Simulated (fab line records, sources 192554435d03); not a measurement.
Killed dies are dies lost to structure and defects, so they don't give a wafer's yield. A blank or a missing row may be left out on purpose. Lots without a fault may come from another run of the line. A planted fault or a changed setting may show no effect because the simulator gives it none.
fab line records | flow n5_finfet
record lots=24 wafers=72 last_day=18
route steps=1938 shown HKMG_FIN@409
lots that met no fault: from a run of the same line without faults
start_h: hours from the record's first day to the start of the lot's first wafer shown | wait_h: hours since the lot's step before | " the same as in the row above | L1.1+2: a row that stands for several wafers | - no value, or no start given | * or withheld: withheld | < > ~ a bound
route shown NAME@n: a module of which the file shows steps, and the number in the route of the first | usual: mean/standard deviation of fault-free wafers | same: alike in all rows | chamber/n: place in a boat | sites: the reading at each site | _std_site: their standard deviation | _edge_site: outer sites' mean less inner sites' | radius_mm: how far each site lies from the wafer's centre | mask NAME#n: copy n | behind: the tool/chamber that last shaped the wafer | hold: why the lot was held/for how many hours/how that ended | device: the transistor (n, p or np) that didn't switch | end of line: the same wafers' tests at the end of the route | a step without rows: its recipe alone | killed: dies lost to structure and defects at the first sort, not the wafer's yield | map: a wafer's dies, x killed, . not, _ none there
set.NAME: the setting as run; set.NAME@STEP: as run at that earlier step | model.NAME: the simulator's own value behind a step, which no gauge read
steps of the route over a sample of lots; a table a step, a row a wafer
services: from which hour (start_h, from the record's first day; less than 0 if before it) a tool's chamber was out of use, for how many hours, and why
## steps
# step N5_HKMG_FIN_STRIP_60
# recipe chemistry=N2/H2 power_w=2500 temp_c=300 h2_frac=0.65 time_s=360 pressure_mtorr=withheld n2_flow_sccm=1750 h2_flow_sccm=3250
# usual drypump_motor_current_A=5.5/0.36 heater_power_w=469/27
# columns lot.wafer tool chamber start_h wait_h drypump_motor_current_A heater_power_w rf_hours_counter_h
L074.3 plasma_asher-02 1 73.88 0.1 5.1 478 -
L074.4 " 0 " " 5.4 434 -
L074.6 " 0 " " 5.4 437 -
L075.2 plasma_asher-02 1 80.00 0.0 5.2 484 93
L075.4 " 0 " " 5.4 436 -
L075.5 " 0 " " 5.4 438 -
L076.1 plasma_asher-02 1 85.88 0.0 5.1 474 94
L076.4 " 0 " " 5.4 442 -
L076.6 " 0 " " 5.5 443 -
L077.1 plasma_asher-02 1 89.08 0.0 5.1 495 95
L077.3 " 0 " " 5.4 443 -
L077.4 " 1 " " 5.1 487 -
L078.1 plasma_asher-01 0 96.15 0.0 5.6 496 42
L078.4 " 0 " " 5.6 511 -
L078.6 " 0 " " 5.6 498 -
L079.1 plasma_asher-01 0 104.31 0.0 5.5 502 44
L079.5 " 1 " " 6.1 465 -
L079.6 " 0 " " 5.5 505 -
L080.1 plasma_asher-02 0 113.93 0.0 5.5 428 99
L080.3 " 1 " " 5.1 487 -
L080.4 " 0 " " 5.4 444 -
L081.2 plasma_asher-02 1 116.73 0.0 5.1 481 99
L081.3 " 0 " " 5.4 435 -
L081.4 " 1 " " 5.1 502 -
L082.4 plasma_asher-02 0 124.00 0.1 5.4 441 -
L082.5 " 0 " " 5.4 435 -
L082.6 " 1 " " 5.1 476 -
L083.2 plasma_asher-02 1 125.45 0.0 5.1 486 102
L083.5 " 1 " " 5.1 476 -
L083.6 " 0 " " 5.4 437 -
L084.3 plasma_asher-01 1 131.30 0.1 6.2 463 -
L084.5 " 0 " " 5.6 513 -
L084.6 " 1 " " 6.2 456 -
L085.2 plasma_asher-02 1 141.44 0.0 5.1 477 105
L085.3 " 1 " " 5.1 498 -
L085.6 " 1 " " 5.1 493 -
L086.4 plasma_asher-02 1 143.25 0.1 5.1 474 -
L086.5 " 1 " " 5.1 480 -
L086.6 " 0 " " 5.4 440 -
L087.3 plasma_asher-02 1 151.75 0.1 5.1 488 -
L087.4 " 0 " " 5.5 433 -
L087.6 " 0 " " 5.4 445 -
L088.1 plasma_asher-01 0 155.85 0.0 5.6 513 53
L088.2 " 1 " " 6.2 452 53
L088.4 " 0 " " 5.6 511 -
L089.1 plasma_asher-02 0 162.72 0.0 5.4 443 111
L089.4 " 0 " " 5.5 429 -
L089.6 " 0 " " 5.4 433 -
L090.1 plasma_asher-02 1 169.10 0.0 5.1 494 112
L090.3 " 1 " " 5.1 482 -
L090.6 " 1 " " 5.1 478 -
L091.1 plasma_asher-01 1 175.19 0.0 6.1 452 57
L091.2 " 0 " " 5.6 510 57
L091.3 " 1 " " 6.1 455 -
L092.4 plasma_asher-01 1 179.23 0.1 6.1 457 -
L092.5 " 1 " " 6.1 462 -
L092.6 " 0 " " 5.6 516 -
L093.1 plasma_asher-01 1 186.27 0.0 6.1 457 59
L093.2 " 0 " " 5.6 500 59
L093.4 " 0 " " 5.6 524 -
L094.2 plasma_asher-01 1 192.02 0.0 6.1 452 60
L094.5 " 0 " " 5.6 502 -
L094.6 " 1 " " 6.2 446 -
L095.2 plasma_asher-01 0 196.89 0.0 5.6 495 61
L095.4 " 1 " " 6.1 461 -
L095.6 " 0 " " 5.6 499 -
L096.1 plasma_asher-01 0 202.81 0.0 5.6 485 62
L096.2 " 1 " " 6.2 458 62
L096.3 " 0 " " 5.5 511 -
L097.1 plasma_asher-02 0 212.87 0.0 5.5 447 121
L097.2 " 1 " " 5.2 490 121
L097.5 " 0 " " 5.4 444 -
# step N5_HKMG_FIN_ALD_36
# recipe material=TiN target_thk_a=10 temp_c=400 ald_precursor_family=TiCl4 ald_co_reactant=NH3 pulse_time_s=1 purge_time_s=3 co_reactant_purge_time_s=2 co_reactant_pulse_time_s=2 ald_cycles=47 pressure_torr=3
# usual heater_power_w=937/110 precursor_pulse_height_rel=1.002/0.019
# columns lot.wafer tool chamber start_h wait_h heater_power_w precursor_pulse_height_rel
L074.3 ald_metal-03 3 75.13 0.0 830 1.003
L074.4 " 1 " " 1091 0.976
L074.6 " 0 " " 875 0.991
L075.2 ald_metal-04 0 81.25 0.0 1012 1.015
L075.4 " 1 " " 1025 0.997
L075.5 " 0 " " 996 0.989
L076.1 ald_metal-02 1 87.13 0.0 914 1.003
L076.4 " 2 " " 798 0.988
L076.6 " 2 " " 830 0.992
L077.1 ald_metal-02 3 90.40 0.0 803 0.991
L077.3 " 1 " " 895 1.025
L077.4 " 0 " " 960 0.978
L078.1 ald_metal-02 2 97.61 0.0 818 1.037
L078.4 " 0 " " 952 0.998
L078.6 " 2 " " 820 1.021
L079.1 ald_metal-03 3 105.56 0.0 809 0.978
L079.5 " 3 " " 839 1.004
L079.6 " 2 " " 1112 1.012
L080.1 ald_metal-03 3 115.60 0.0 827 0.994
L080.3 " 1 " " 1087 0.997
L080.4 " 0 " " 886 1.024
L081.2 ald_metal-04 2 118.00 0.0 836 1.011
L081.3 " 3 " " 903 1.003
L081.4 " 0 " " 1032 0.993
L082.4 ald_metal-02 0 125.15 0.0 961 1.029
L082.5 " 3 " " 779 0.998
L082.6 " 2 " " 827 1.036
L083.2 ald_metal-03 2 126.71 0.0 1092 1.023
L083.5 " 3 " " 802 0.952
L083.6 " 2 " " 1106 1.018
L084.3 ald_metal-04 2 132.51 0.0 851 1.009
L084.5 " 0 " " 1004 0.978
L084.6 " 3 " " 903 0.996
L085.2 ald_metal-03 0 142.81 0.0 877 0.986
L085.3 " 3 " " 816 0.997
L085.6 " 0 " " 866 1.002
L086.4 ald_metal-03 2 144.39 0.0 1090 1.024
L086.5 " 1 " " 1124 1.030
L086.6 " 0 " " 883 0.986
L087.3 ald_metal-04 1 152.88 0.0 1019 1.024
L087.4 " 2 " " 831 0.977
L087.6 " 3 " " 924 0.993
L088.1 ald_metal-02 1 157.15 0.0 911 0.996
L088.2 " 2 " " 823 0.978
L088.4 " 1 " " 885 0.996
L089.1 ald_metal-03 2 164.24 0.2 1078 1.010
L089.4 " 3 " " 812 0.976
L089.6 " 0 " " 883 0.979
L090.1 ald_metal-02 0 170.34 0.0 955 1.008
L090.3 " 2 " " 812 1.001
L090.6 " 0 " " 944 1.018
L091.1 ald_metal-03 2 176.44 0.0 1101 0.986
L091.2 " 0 " " 906 1.010
L091.3 " 1 " " 1115 0.974
L092.4 ald_metal-03 2 180.39 0.0 1072 0.991
L092.5 " 1 " " 1100 1.013
L092.6 " 2 " " 1155 1.001
L093.1 ald_metal-04 2 187.53 0.0 842 0.994
L093.2 " 3 " " 895 1.001
L093.4 " 1 " " 1035 0.993
L094.2 ald_metal-03 1 193.32 0.0 1113 1.005
L094.5 " 1 " " 1103 1.008
L094.6 " 2 " " 1096 1.026
L095.2 ald_metal-04 3 198.14 0.0 889 1.005
L095.4 " 1 " " 1071 1.014
L095.6 " 2 " " 827 0.972
L096.1 ald_metal-03 0 204.10 0.0 870 0.962
L096.2 " 1 " " 1095 1.015
L096.3 " 3 " " 829 0.991
L097.1 ald_metal-02 1 214.11 0.0 900 1.011
L097.2 " 2 " " 831 0.978
L097.5 " 3 " " 776 1.014
# step N5_HKMG_FIN_ETCH_35
# recipe chemistry=N2/H2 target=SOC target_depth_a=2158 ion_energy_ev=65 bias_w=5 source_w=3000 time_s=243.4 pressure_mtorr=30 n2_flow_sccm=200 h2_flow_sccm=200
# usual drypump_motor_current_A=5.7/0.38 oes_product_au=0.79/0.079 rf_vpp_V=141.8/1.2 showerhead_plenum_p_Torr=2.57/0.11 throttle_valve_pct=17.93/0.21
# columns lot.wafer tool chamber start_h wait_h drypump_motor_current_A oes_product_au rf_hours_counter_h rf_vpp_V showerhead_plenum_p_Torr throttle_valve_pct
L074.3 rie_diel-06 0 76.78 0.1 5.6 0.88 - 143.1 2.70 17.68
L074.4 " 2 " " 5.9 0.72 - 140.6 2.54 18.07
L074.6 " 2 " " 5.9 0.72 - 143.0 2.54 18.08
L075.2 rie_diel-02 0 82.93 0.0 5.9 0.84 91 143.7 2.67 17.99
L075.4 " 2 " " 5.4 0.70 211 141.2 2.51 18.01
L075.5 " 2 " " 5.4 0.71 - 142.3 2.51 17.99
L076.1 rie_diel-01 3 88.88 0.0 5.5 0.66 237 142.7 2.61 18.15
L076.4 " 1 " " 5.2 0.81 96 141.6 2.46 18.01
L076.6 " 0 " " 5.0 0.71 - 140.7 2.43 17.89
L077.1 rie_diel-01 2 92.10 0.0 4.9 0.76 149 139.5 2.34 18.05
L077.3 " 3 " " 5.6 0.67 238 140.8 2.61 18.17
L077.4 " 1 " " 5.3 0.81 97 140.5 2.46 18.03
L078.1 rie_diel-02 3 99.16 0.0 5.7 0.76 165 140.3 2.54 17.68
L078.4 " 3 " " 5.7 0.77 - 140.9 2.54 17.69
L078.6 " 1 " " 5.4 0.85 - 144.0 2.70 18.09
L079.1 rie_diel-06 1 107.10 0.0 6.3 0.69 234 141.3 2.40 18.30
L079.5 " 1 " " 6.3 0.69 - 140.8 2.40 18.28
L079.6 " 2 " " 5.9 0.72 - 140.0 2.54 18.08
L080.1 rie_diel-06 1 117.24 0.0 6.3 0.70 237 139.0 2.40 18.29
L080.3 " 3 " " 6.3 0.94 12 140.3 2.49 17.54
L080.4 " 0 " " 5.6 0.86 48 143.5 2.69 17.70
L081.2 rie_diel-02 3 119.42 0.0 5.7 0.75 173 142.3 2.53 17.69
L081.3 " 0 " " 5.9 0.81 104 141.7 2.67 18.02
L081.4 " 2 " " 5.4 0.69 218 141.5 2.51 18.03
L082.4 rie_diel-02 2 126.57 0.0 5.4 0.70 221 142.6 2.51 18.03
L082.5 " 0 " " 5.9 0.82 - 142.3 2.67 18.03
L082.6 " 1 " " 5.4 0.83 - 142.4 2.69 18.11
L083.2 rie_diel-06 0 128.25 0.0 5.6 0.85 51 142.0 2.69 17.69
L083.5 " 0 " " 5.6 0.85 - 142.7 2.69 17.71
L083.6 " 1 " " 6.3 0.69 - 140.5 2.40 18.31
L084.3 rie_diel-01 2 134.06 0.0 4.9 0.75 162 139.5 2.34 18.07
L084.5 " 0 " " 5.0 0.71 - 139.0 2.42 17.93
L084.6 " 2 " " 4.9 0.75 - 139.0 2.33 18.06
L085.2 rie_diel-02 0 144.23 0.0 5.9 0.81 113 142.1 2.66 18.03
L085.3 " 3 " " 5.7 0.75 182 141.3 2.53 17.70
L085.6 " 0 " " 5.9 0.81 - 142.4 2.66 18.02
L086.4 rie_diel-02 3 145.83 0.0 5.7 0.74 183 140.2 2.53 17.70
L086.5 " 3 " " 5.7 0.75 - 141.5 2.53 17.69
L086.6 " 2 " " 5.4 0.69 - 141.1 2.51 18.05
L087.3 rie_diel-06 2 154.94 0.0 5.9 0.70 200 141.1 2.53 18.12
L087.4 " 2 " " 5.9 0.69 - 142.4 2.53 18.12
L087.6 " 3 " " 6.3 0.92 - 141.7 2.49 17.58
L088.1 rie_diel-06 0 159.30 0.0 5.6 0.84 64 141.8 2.68 17.72
L088.2 " 3 " " 6.3 0.92 26 141.1 2.49 17.57
L088.4 " 2 " " 5.9 0.71 - 142.5 2.53 18.11
L089.1 rie_diel-06 2 165.66 0.0 5.9 0.69 205 142.7 2.53 18.13
L089.4 " 3 " " 6.3 0.91 - 141.2 2.49 17.57
L089.6 " 2 " " 5.9 0.70 - 141.5 2.53 18.13
L090.1 rie_diel-02 1 171.89 0.0 5.4 0.80 89 141.9 2.69 18.13
L090.3 " 0 " " 5.9 0.80 123 141.8 2.66 18.05
L090.6 " 0 " " 5.9 0.80 - 143.6 2.66 18.03
L091.1 rie_diel-02 3 178.13 0.0 5.7 0.75 195 141.6 2.52 17.72
L091.2 " 1 " " 5.4 0.81 92 144.1 2.69 18.13
L091.3 " 1 " " 5.4 0.81 - 143.2 2.69 18.14
L092.4 rie_diel-06 1 182.03 0.0 6.3 0.97 5 141.6 2.71 17.94
L092.5 " 2 " " 5.9 0.69 - 140.3 2.53 18.13
L092.6 " 3 " " 6.3 0.89 - 141.2 2.48 17.59
L093.1 rie_diel-06 3 189.07 0.0 6.3 0.89 38 141.7 2.48 17.58
L093.2 " 0 " " 5.6 0.82 76 143.7 2.68 17.75
L093.4 " 1 " " 6.4 0.96 8 144.1 2.71 17.94
L094.2 rie_diel-06 0 194.74 0.0 5.6 0.82 77 143.6 2.68 17.77
L094.5 " 3 " " 6.3 0.88 - 141.6 2.48 17.61
L094.6 " 0 " " 5.6 0.82 - 142.6 2.68 17.76
L095.2 rie_diel-02 1 199.69 0.0 5.4 0.79 100 142.5 2.68 18.15
L095.4 " 3 " " 5.7 0.73 - 141.5 2.52 17.72
L095.6 " 1 " " 5.4 0.79 - 141.3 2.68 18.16
L096.1 rie_diel-02 2 205.65 0.0 5.4 0.68 237 142.7 2.50 18.06
L096.2 " 1 " " 5.4 0.80 103 141.4 2.68 18.16
L096.3 " 3 " " 5.7 0.73 205 142.3 2.52 17.72
L097.1 rie_diel-06 2 215.66 0.0 5.9 0.68 221 141.8 2.52 18.17
L097.2 " 1 " " 6.3 0.93 16 143.1 2.71 17.95
L097.5 " 3 " " 6.3 0.88 - 140.9 2.48 17.60
# step N5_HKMG_FIN_ETCH_86
# recipe chemistry=N2/H2 target=SOC target_depth_a=3932 stop_on=TiN ion_energy_ev=100 bias_w=61 pressure_mtorr=30 source_w=850 n2_flow_sccm=200 h2_flow_sccm=200
# usual drypump_motor_current_A=5.5/0.43 oes_product_au=0.78/0.081 rf_vpp_V=240.5/1.7 showerhead_plenum_p_Torr=2.52/0.12 throttle_valve_pct=17.92/0.18
# columns lot.wafer tool chamber start_h wait_h drypump_motor_current_A oes_product_au rf_hours_counter_h rf_vpp_V showerhead_plenum_p_Torr throttle_valve_pct
L074.3 rie_diel-02 3 77.82 - 5.7 0.75 157 240.9 2.54 17.63
L074.4 " 1 " " 5.4 0.84 55 245.0 2.70 18.05
L074.6 " 0 " " 5.9 0.82 - 242.7 2.67 17.96
L075.2 rie_diel-01 1 83.94 - 5.3 0.82 94 239.6 2.46 17.99
L075.4 " 2 " " 4.9 0.76 146 238.0 2.34 18.00
L075.5 " 3 " " 5.6 0.67 - 241.7 2.61 18.13
L076.1 rie_diel-01 2 89.97 - 4.9 0.76 148 237.7 2.34 18.01
L076.4 " 1 " " 5.3 0.81 96 238.6 2.46 17.97
L076.6 " 1 " " 5.3 0.81 - 239.2 2.46 18.00
L077.1 rie_diel-02 1 93.11 - 5.4 0.85 59 242.1 2.70 18.05
L077.3 " 0 " " 5.9 0.81 94 241.6 2.67 17.96
L077.4 " 2 " " 5.4 0.70 213 240.5 2.51 17.98
L078.1 rie_diel-01 2 100.26 - 4.9 0.75 151 238.7 2.34 18.02
L078.4 " 0 " " 5.0 0.71 197 238.4 2.42 17.88
L078.6 " 1 " " 5.3 0.81 - 238.6 2.46 17.98
L079.1 rie_diel-02 3 108.43 - 5.7 0.75 170 242.5 2.53 17.65
L079.5 " 1 " " 5.4 0.83 - 243.5 2.70 18.07
L079.6 " 0 " " 5.9 0.81 - 242.1 2.67 17.98
L080.1 rie_diel-01 0 118.27 - 5.0 0.70 203 239.6 2.42 17.88
L080.3 " 1 " " 5.3 0.81 105 239.4 2.46 18.02
L080.4 " 3 " " 5.6 0.66 247 242.0 2.61 18.12
L081.2 rie_diel-01 1 120.44 - 5.3 0.80 106 240.2 2.46 17.99
L081.3 " 2 " " 4.9 0.74 158 238.5 2.34 18.03
L081.4 " 3 " " 5.6 0.66 248 241.8 2.61 18.15
L082.4 rie_diel-02 1 127.63 - 5.4 0.82 73 243.8 2.69 18.07
L082.5 " 0 " " 5.9 0.80 - 243.6 2.67 18.00
L082.6 " 3 " " 5.7 0.75 - 241.0 2.53 17.65
L083.2 rie_diel-02 3 129.31 - 5.7 0.74 177 241.4 2.53 17.66
L083.5 " 2 " " 5.4 0.70 - 241.2 2.51 18.00
L083.6 " 1 " " 5.4 0.83 - 243.6 2.69 18.05
L084.3 rie_diel-06 0 135.10 - 5.6 0.85 54 243.2 2.69 17.70
L084.5 " 3 " " 6.3 0.93 - 239.8 2.49 17.54
L084.6 " 0 " " 5.6 0.85 - 243.4 2.69 17.67
L085.2 rie_diel-02 3 145.36 - 5.7 0.74 182 239.1 2.53 17.68
L085.3 " 0 " " 5.9 0.79 114 240.7 2.66 18.01
L085.6 " 0 " " 5.9 0.79 - 241.5 2.66 17.99
L086.4 rie_diel-06 2 146.85 - 5.9 0.70 198 239.8 2.53 18.08
L086.5 " 0 " " 5.6 0.84 - 242.6 2.69 17.71
L086.6 " 3 " " 6.3 0.92 - 240.5 2.49 17.53
L087.3 rie_diel-01 0 155.95 - 5.0 0.70 221 239.4 2.42 17.91
L087.4 " 0 " " 5.0 0.69 - 239.8 2.41 17.91
L087.6 " 2 " " 4.9 0.73 - 240.1 2.33 18.04
L088.1 rie_diel-02 1 160.31 - 5.4 0.81 85 242.2 2.69 18.09
L088.2 " 2 " " 5.4 0.68 233 240.3 2.50 18.02
L088.4 " 0 " " 5.9 0.79 119 241.9 2.66 18.00
L089.1 rie_diel-01 0 166.68 - 5.0 0.69 224 238.4 2.41 17.91
L089.4 " 3 " " 5.6 0.95 2 242.2 2.61 17.69
L089.6 " 2 " " 4.9 0.73 - 237.3 2.33 18.07
L090.1 rie_diel-06 3 172.97 - 6.3 0.90 31 240.6 2.49 17.55
L090.3 " 0 " " 5.6 0.82 69 241.6 2.68 17.70
L090.6 " 2 " " 5.9 0.68 - 239.3 2.53 18.11
L091.1 rie_diel-01 2 179.25 - 4.9 0.73 180 236.4 2.33 18.06
L091.2 " 1 " " 5.3 0.79 129 239.8 2.45 18.03
L091.3 " 0 " " 5.0 0.69 229 240.0 2.41 17.93
L092.4 rie_diel-06 2 183.08 - 5.9 0.68 211 240.6 2.53 18.10
L092.5 " 3 " " 6.3 0.89 - 240.7 2.48 17.56
L092.6 " 0 " " 5.6 0.82 - 241.9 2.68 17.71
L093.1 rie_diel-06 0 190.10 - 5.6 0.82 76 242.5 2.68 17.72
L093.2 " 2 " " 5.9 0.68 213 240.1 2.52 18.11
L093.4 " 3 " " 6.3 0.89 38 240.7 2.48 17.56
L094.2 rie_diel-01 2 195.84 - 4.9 0.72 184 239.2 2.33 18.07
L094.5 " 2 " " 4.9 0.73 - 239.1 2.33 18.06
L094.6 " 3 " " 5.6 0.92 - 240.4 2.60 17.72
L095.2 rie_diel-01 1 200.91 - 5.3 0.78 135 239.0 2.45 18.06
L095.4 " 0 " " 5.0 0.68 237 238.2 2.41 17.95
L095.6 " 2 " " 4.9 0.72 - 237.4 2.33 18.06
L096.1 rie_diel-01 3 206.66 - 5.6 0.90 17 242.5 2.60 17.73
L096.2 " 1 " " 5.3 0.77 137 238.8 2.45 18.05
L096.3 " 0 " " 5.0 0.67 239 239.7 2.41 17.96
L097.1 rie_diel-01 1 216.84 - 5.3 0.77 141 238.3 2.45 18.05
L097.2 " 3 " " 5.6 0.89 20 242.0 2.60 17.74
L097.5 " 1 " " 5.3 0.77 - 240.6 2.45 18.08
# step N5_HKMG_FIN_ETCHBACK_68
# recipe chemistry=Cl2/Ar stop_on=HfO2 target_depth_a=5 pressure_mtorr=10 icp_w=600 bias_w=60 Cl2_flow_sccm=40 Ar_flow_sccm=60
# usual drypump_motor_current_A=5.85/0.16 oes_product_au=0.80/0.13 throttle_valve_pct=20.8/0.3
# columns lot.wafer tool chamber start_h wait_h drypump_motor_current_A oes_product_au rf_hours_counter_h throttle_valve_pct
L074.3 rie_metal-03 0 79.15 0.1 5.83 0.93 - 20.3
L074.4 " 1 " " 5.59 0.84 - 21.2
L074.6 " 0 " " 5.83 0.93 - 20.3
L075.2 rie_metal-03 0 85.28 0.0 5.87 0.92 2 20.3
L075.4 " 0 " " 5.87 0.93 - 20.3
L075.5 " 1 " " 5.60 0.84 - 21.2
L076.1 rie_metal-01 1 91.26 0.0 5.62 0.67 78 21.1
L076.4 " 0 " " 6.01 0.88 - 20.6
L076.6 " 1 " " 5.60 0.66 - 21.1
L077.1 rie_metal-02 1 94.41 0.0 5.83 0.61 126 21.0
L077.3 " 1 " " 5.82 0.61 - 20.9
L077.4 " 1 " " 5.84 0.60 - 21.0
L078.1 rie_metal-01 0 101.58 0.0 5.99 0.87 18 20.6
L078.4 " 1 " " 5.64 0.66 - 21.1
L078.6 " 1 " " 5.63 0.66 - 21.1
L079.1 rie_metal-02 1 109.82 0.0 5.85 0.60 127 21.0
L079.5 " 1 " " 5.85 0.61 - 21.0
L079.6 " 0 " " 6.05 0.97 - 20.6
L080.1 rie_metal-02 1 119.58 0.0 5.84 0.61 128 21.0
L080.3 " 0 " " 6.05 0.94 - 20.7
L080.4 " 1 " " 5.85 0.61 - 21.0
L081.2 rie_metal-02 1 121.83 0.0 5.86 0.60 128 21.0
L081.3 " 1 " " 5.84 0.60 - 21.0
L081.4 " 0 " " 6.06 0.95 - 20.7
L082.4 rie_metal-03 0 129.37 0.1 5.83 0.88 - 20.3
L082.5 " 0 " " 5.84 0.87 - 20.3
L082.6 " 0 " " 5.85 0.88 - 20.3
L083.2 rie_metal-01 0 130.63 0.0 6.00 0.86 21 20.6
L083.5 " 1 " " 5.62 0.67 - 21.1
L083.6 " 0 " " 6.00 0.86 - 20.6
L084.3 rie_metal-02 1 136.44 0.1 5.83 0.60 - 21.0
L084.5 " 0 " " 6.03 0.92 - 20.7
L084.6 " 1 " " 5.85 0.60 - 21.0
L085.2 rie_metal-02 0 146.68 0.0 6.07 0.91 3 20.7
L085.3 " 0 " " 6.03 0.92 - 20.6
L085.6 " 1 " " 5.84 0.60 - 21.0
L086.4 rie_metal-02 1 148.29 0.1 5.84 0.60 - 21.0
L086.5 " 0 " " 6.05 0.92 - 20.7
L086.6 " 1 " " 5.84 0.60 - 21.0
L087.3 rie_metal-03 1 157.28 0.1 5.58 0.82 - 21.2
L087.4 " 0 " " 5.84 0.87 - 20.3
L087.6 " 1 " " 5.58 0.82 - 21.2
L088.1 rie_metal-02 0 161.60 0.0 6.03 0.90 4 20.6
L088.2 " 1 " " 5.84 0.60 131 21.0
L088.4 " 0 " " 6.04 0.91 - 20.7
L089.1 rie_metal-03 1 167.97 0.0 5.59 0.81 26 21.2
L089.4 " 0 " " 5.84 0.86 - 20.3
L089.6 " 1 " " 5.56 0.82 - 21.2
L090.1 rie_metal-03 1 174.29 0.0 5.56 0.82 26 21.2
L090.3 " 1 " " 5.59 0.81 - 21.2
L090.6 " 0 " " 5.83 0.87 - 20.3
L091.1 rie_metal-02 0 180.70 0.0 6.03 0.91 6 20.7
L091.2 " 1 " " 5.84 0.60 133 21.0
L091.3 " 0 " " 6.04 0.90 - 20.7
L092.4 rie_metal-02 1 184.52 0.1 5.84 0.59 - 21.0
L092.5 " 1 " " 5.84 0.60 - 21.0
L092.6 " 0 " " 6.06 0.89 - 20.7
L093.1 rie_metal-01 1 191.41 0.0 5.62 0.65 87 21.1
L093.2 " 0 " " 5.99 0.83 30 20.7
L093.4 " 1 " " 5.64 0.65 - 21.1
L094.2 rie_metal-02 0 197.17 0.1 6.03 0.89 - 20.7
L094.5 " 0 " " 6.06 0.90 - 20.7
L094.6 " 0 " " 6.05 0.89 - 20.7
L095.2 rie_metal-03 0 202.40 0.0 5.83 0.86 12 20.3
L095.4 " 0 " " 5.82 0.85 - 20.3
L095.6 " 1 " " 5.59 0.81 - 21.2
L096.1 rie_metal-03 0 208.34 0.0 5.84 0.85 13 20.3
L096.2 " 1 " " 5.59 0.81 29 21.2
L096.3 " 1 " " 5.58 0.80 - 21.2
L097.1 rie_metal-02 0 218.13 0.0 6.09 0.86 11 20.7
L097.2 " 1 " " 5.86 0.99 1 20.6
L097.5 " 1 " " 5.85 0.99 - 20.6
# step N5_HKMG_FIN_W_FILL_22
# recipe material=W target_thk_a=600 temp_c=400 pressure_torr=39.4 time_s=18.2
# usual heater_power_w=842/68 throttle_valve_pct=19.3/0.48
# columns lot.wafer tool chamber start_h wait_h heater_power_w throttle_valve_pct
L074.3 cvd_w-01 1 80.07 0.0 858 18.6
L074.4 " 0 " " 796 19.8
L074.6 " 1 " " 854 18.6
L075.2 cvd_w-01 1 86.23 0.0 885 18.5
L075.4 " 1 " " 862 18.6
L075.5 " 0 " " 790 19.9
L076.1 cvd_w-01 0 92.21 0.0 784 20.0
L076.4 " 0 " " 807 19.6
L076.6 " 0 " " 826 19.6
L077.1 cvd_w-02 1 95.48 0.0 756 19.3
L077.3 " 1 " " 770 19.3
L077.4 " 0 " " 941 18.9
L078.1 cvd_w-02 0 102.53 0.0 931 18.8
L078.4 " 1 " " 759 19.4
L078.6 " 1 " " 753 19.1
L079.1 cvd_w-01 0 110.76 0.0 819 19.9
L079.5 " 1 " " 878 18.5
L079.6 " 0 " " 801 19.8
L080.1 cvd_w-02 1 120.52 0.0 773 19.5
L080.3 " 0 " " 985 19.0
L080.4 " 1 " " 765 19.5
L081.2 cvd_w-02 0 122.78 0.0 923 19.1
L081.3 " 0 " " 919 19.2
L081.4 " 1 " " 769 19.6
L082.4 cvd_w-02 1 130.33 0.0 750 19.3
L082.5 " 0 " " 936 19.0
L082.6 " 1 " " 777 19.4
L083.2 cvd_w-01 0 131.58 0.0 802 19.9
L083.5 " 1 " " 862 18.6
L083.6 " 0 " " 804 20.0
L084.3 cvd_w-02 1 137.36 0.0 763 19.5
L084.5 " 1 " " 759 19.4
L084.6 " 0 " " 919 19.2
L085.2 cvd_w-01 1 147.63 0.0 866 18.7
L085.3 " 0 " " 812 20.1
L085.6 " 0 " " 801 20.0
L086.4 cvd_w-02 0 149.21 0.0 941 18.8
L086.5 " 0 " " 918 19.2
L086.6 " 1 " " 761 19.3
L087.3 cvd_w-01 0 158.20 0.0 786 19.7
L087.4 " 1 " " 883 18.6
L087.6 " 1 " " 879 18.6
L088.1 cvd_w-01 1 162.55 0.0 870 18.7
L088.2 " 0 " " 800 19.7
L088.4 " 0 " " 801 20.0
L089.1 cvd_w-02 0 168.92 0.0 943 18.9
L089.4 " 0 " " 955 19.1
L089.6 " 1 " " 755 19.3
L090.1 cvd_w-01 1 175.24 0.0 861 18.7
L090.3 " 1 " " 858 18.7
L090.6 " 1 " " 877 18.6
L091.1 cvd_w-01 0 181.65 0.0 801 19.8
L091.2 " 1 " " 895 18.9
L091.3 " 0 " " 789 19.8
L092.4 cvd_w-01 0 185.44 0.0 783 19.9
L092.5 " 1 " " 856 18.4
L092.6 " 0 " " 825 19.7
L093.1 cvd_w-02 1 192.36 0.0 756 19.3
L093.2 " 0 " " 952 19.2
L093.4 " 1 " " 780 19.4
L094.2 cvd_w-02 0 198.20 0.0 911 19.4
L094.5 " 0 " " 917 19.5
L094.6 " 1 " " 781 19.5
L095.2 cvd_w-02 0 203.35 0.0 937 19.2
L095.4 " 1 " " 762 19.3
L095.6 " 1 " " 767 19.6
L096.1 cvd_w-02 0 209.29 0.0 943 19.2
L096.2 " 1 " " 747 19.5
L096.3 " 1 " " 757 19.4
L097.1 cvd_w-01 1 219.08 0.0 880 18.6
L097.2 " 0 " " 789 20.3
L097.5 " 0 " " 814 20.0
## services
# columns tool chamber start_h hours kind
rie_diel-02 - 54.30 2.8 pm
cvd_w-02 - 57.28 0.5 repair
rie_diel-01 0 59.30 9.6 repair
plasma_asher-01 - 73.57 2.8 pm
rie_diel-06 1 74.57 7.5 repair
rie_diel-02 2 95.57 12.9 repair
rie_metal-03 1 116.69 16.6 repair
cvd_w-02 0 122.89 7.1 repair
cvd_w-01 - 136.55 1.0 repair
ald_metal-02 3 137.04 21.5 repair
ald_metal-04 1 139.69 9.0 repair
plasma_asher-02 - 140.19 1.2 repair
rie_diel-06 1 152.17 - clean
rie_diel-06 1 152.17 - consumable_replace:focus_ring
rie_diel-06 1 152.17 - consumable_replace:showerhead
rie_diel-06 1 152.17 15.1 scheduled_down
rie_diel-06 1 152.17 15.1 vent_cycle
rie_metal-03 - 162.22 1.0 repair
rie_metal-01 1 166.75 19.3 repair
rie_diel-02 2 170.33 32.7 repair
cvd_w-02 - 179.57 2.8 pm
rie_diel-01 1 192.44 4.1 repair
ald_metal-02 - 196.70 0.3 repair
plasma_asher-02 - 216.24 0.7 repair
## key
fault none
